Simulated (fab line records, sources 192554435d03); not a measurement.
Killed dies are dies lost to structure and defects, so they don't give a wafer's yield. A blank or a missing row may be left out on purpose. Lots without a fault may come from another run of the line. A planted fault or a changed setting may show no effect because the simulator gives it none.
A struck lot beside a sound one | flow n5_finfet | 15 steps out of a route of 1938
Sound: wafers L649.1, L649.4, L649.6. Struck: wafer L655.5. (L655.1, L655.4 of the same lot were not struck and are left out.) The cause comes at the end.
At each step with rows: each side's tool, then ch and its chambers, then its first start. Under that, the readings that differ: sound wafers | struck wafers | difference of the means | sigmas: that difference in standard deviations of wafers without a fault.
alike: readings whose means differ by less than 2 such deviations, and words and numbers that are the same on both sides. not compared: withheld readings, readings that some wafer has no value for, bounds like >300 that may hide the same value, and numbers for which the record gives no deviation and whose values overlap.
The two part at a step that has a row with sigmas, a row that says differs or no value, or rows on one side only. Numbers that don't overlap but have no deviation are shown without sigmas and don't part them. A reading that every wafer of one side lacks parts them only if that side has two wafers or more.

first, 8 steps without rows for these wafers: N5_BEOL_M10_COAT_59 (time 60 s, resist thk 100 nm); N5_BEOL_M10_COAT_60 (time 60 s, resist thk 30 nm); N5_BEOL_M10_COAT_05 (resist thk 90 nm); N5_BEOL_M10_EBR_07; N5_BEOL_M10_SOFTBAKE_06 (time 60 s); N5_BEOL_M10_EXPOSE_08 (exposes mask M10); N5_BEOL_M10_PEB_09 (peb time 60 s); N5_BEOL_M10_DEVELOP_10 (develop time 30 s).
N5_BEOL_M10_CD_MEAS_11: target cd 64.1 nm.
  sound on cd_sem-02 ch 0, day 10 04:40; struck on cd_sem-03 ch 0, day 11 14:13
  alike: cd_nm
N5_BEOL_M10_OVL_MEAS_12:
  sound on overlay-02 ch 0, day 10 04:41; struck on overlay-02 ch 0, day 11 14:14
  alike: M10_OVL
N5_BEOL_M10_INSPECT_13: inspects for defects (brightfield).
  sound on defect_inspect-02, day 10 04:43; struck on defect_inspect-02, day 11 14:16
  alike: raw_defect_count
N5_BEOL_M10_DESCUM_16: chemistry O2, time 7.9 s.
  sound on rie_diel-06 ch 0,2,3, day 10 05:11; struck on rie_diel-06 ch 0, day 11 14:54
  alike: bias_power_w, drypump_motor_current_A, oes_product_au, rf_vpp_V, showerhead_plenum_p_Torr, throttle_valve_pct
  not compared: rf_hours_counter_h
N5_BEOL_M10_ETCH_61: etches SiARC in CF4, target depth 39 nm, time 65 s.
  sound on rie_diel-06 ch 0,2,3, day 10 05:13; struck on rie_diel-06 ch 0, day 11 14:56
  reading               | sound          | struck | difference | sigmas
  etch_rf_on_time_s (s) | 64.6 64.2 63.6 | 96.1   | +32.0      | +23
  alike: drypump_motor_current_A, oes_product_au, rf_vpp_V, showerhead_plenum_p_Torr, throttle_valve_pct
  not compared: rf_hours_counter_h
N5_BEOL_M10_ETCH_62: etches SOC in N2/H2, target depth 110 nm, overetch 22 nm, time 165 s.
  sound on rie_diel-06 ch 0,2,3, day 10 05:16; struck on rie_diel-06 ch 0, day 11 14:59
  alike: drypump_motor_current_A, n2_flow_sccm, oes_product_au, rf_vpp_V, showerhead_plenum_p_Torr, throttle_valve_pct
  not compared: rf_hours_counter_h
then, 1 step without rows for these wafers: N5_PASSIVATION_PROBE_49.

WHERE THEY PART
Only at N5_BEOL_M10_ETCH_61, within this record. Later steps at which nothing parts them and some readings are alike: N5_BEOL_M10_ETCH_62.

WHY: what the simulator had put in
Process parameter drift: rie_diel-06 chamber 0, from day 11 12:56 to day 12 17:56, at N5_BEOL_M10_ETCH_61. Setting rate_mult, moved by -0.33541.
